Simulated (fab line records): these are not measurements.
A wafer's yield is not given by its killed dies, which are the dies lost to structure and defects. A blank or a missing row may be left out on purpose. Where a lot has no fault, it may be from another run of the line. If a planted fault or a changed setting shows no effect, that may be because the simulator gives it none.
A struck lot beside a sound one	flow n5 finfet	13 out of 1938 route steps
Sound: wafers L654.1, L654.2, L654.4. Struck: wafer L666.3 (L666.1, L666.6, from the same lot, were not struck and are left out); the cause is given at the end.
Each step with rows lists, per side, the tool, then ch with its chambers, then its first start. Under that, the readings that differ: sound wafers	struck wafers	difference of the means	sigmas: that difference in standard deviations of wafers without a fault.
alike: same words and numbers on both sides, and readings whose means sit less than 2 such deviations apart. not compared: any withheld reading, any reading some wafer has no value for, any bound like >300 that may hide the same value, and any number with overlapping values for which the record gives no deviation.
Wherever a step has rows on one side only, a row that says differs or no value, or a row with sigmas, the two part there. Non-overlapping numbers with no deviation appear without sigmas and do not part them. A reading that every wafer of one side lacks parts them only if that side has two wafers or more.

N5_MOL_CONTACT_COAG_SPUTTER_143: material Co, target thk 2.5 nm.
  sound on pvd sputter-01, day 4 19:25; struck on pvd sputter-01, day 8 03:04
  alike: throttle valve pct
N5_MOL_CONTACT_COAG_CO_FILL_22: material Co, precursor CCTBA/H2, target thk 20 nm.
  sound on cvd co-01 ch 0,1,2, day 4 19:32; struck on cvd co-02 ch 0, day 8 03:11
  alike: heater power w
N5_MOL_CONTACT_COAG_ANNEAL_113: time 300 s.
  sound on rtp anneal-02 ch 0, day 4 20:10; struck on rtp anneal-02 ch 0, day 8 03:49
  alike: lamp power pct, lamp_zone_5_pct, lamp_zone_7_pct, wafer_temp_C_max
N5_MOL_CONTACT_COAG_PRE_CLEAN_142: time 60 s.
  sound on pvd sputter-01, day 4 21:38; struck on pvd sputter-02, day 8 06:13
  alike: heater power w
then, 6 steps without rows for these wafers: N5_MOL_CONTACT_COAG_SPUTTER_130 (material Co, target thk 47.5 nm); N5_MOL_CONTACT_COAG_PRECLEAN_125 (cleans in DIW, time 57.5 s); N5_MOL_CONTACT_COAG_SRD_126 (dry time 32 s); N5_MOL_CONTACT_COAG_CMP_23 (polishes, stops on SiO2, t overpolish 1.5 s, target thk 0 nm); N5_MOL_CONTACT_COAG_WET_ETCH_26 (target Co, target depth 13 nm); N5_MOL_CONTACT_COAG_WET_ETCH_116 (etches the open film in SC1-inhibited, target depth 4.6 nm, rinse time 30 s).
N5_MOL_CONTACT_COAG_ALD_27: deposits SiOC, target thk 17 nm, pulse time 1.5 s, time 2720 s.
  sound on ald sin-03 ch 0,1,3, day 5 01:49; struck on ald sin-02 ch 2, day 8 07:55
reading	sound	struck	difference	sigmas
ald cycles	340 340 340	304	-36	
heater power w (W)	903 792 893	1102	+239	+3
precursor pulse height rel	0.998 1.031 1.012	0.964	-0.050	-3
run length s (s)	2770.1 2769.8 2769.3	2482.3	-287.4	-99 or more
time s (s)	2720 2720 2720	2432	-288	
model.SiOC_of_MOL_CONTACT_COAG_ALD_27.thk nm (nm)	17 17 17	15.2	-1.8	
N5_MOL_CONTACT_COAG_CMP_28: polishes, stops on SiNx, t overpolish 0.85 s, target thk 14.522 nm.
  sound on cmp-01 ch 0,1,3, day 5 03:22; struck on cmp-01 ch 1, day 8 09:33
  alike: motor current A, slurry flow ml min
-- here the record skips 3 days between the struck wafers' starts before and after, leaving off in module MOL_CONTACT_COAG and picking up in module BEOL_M4 (first step shown: number 1111 of the route) --
N5_BEOL_M4_RC_MEAS_101:
  sound on prober-01 ch 0, day 8 17:02; struck on prober-01 ch 0, day 11 16:47
  alike: DIBL_N, DIBL_P, IOFF_N, IOFF_P, ION_N, ION_P, SS_N, SS_P, VT_N, VT_P

== WHERE THEY PART ==
Only at N5_MOL_CONTACT_COAG_ALD_27, as far as this record shows. Later steps at which nothing parts them and some readings are alike: N5_MOL_CONTACT_COAG_CMP_28, N5_BEOL_M4_RC_MEAS_101.

WHY: what the simulator had put in
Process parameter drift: ald sin-02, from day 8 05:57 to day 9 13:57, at N5_MOL_CONTACT_COAG_ALD_27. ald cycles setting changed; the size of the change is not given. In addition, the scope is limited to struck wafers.
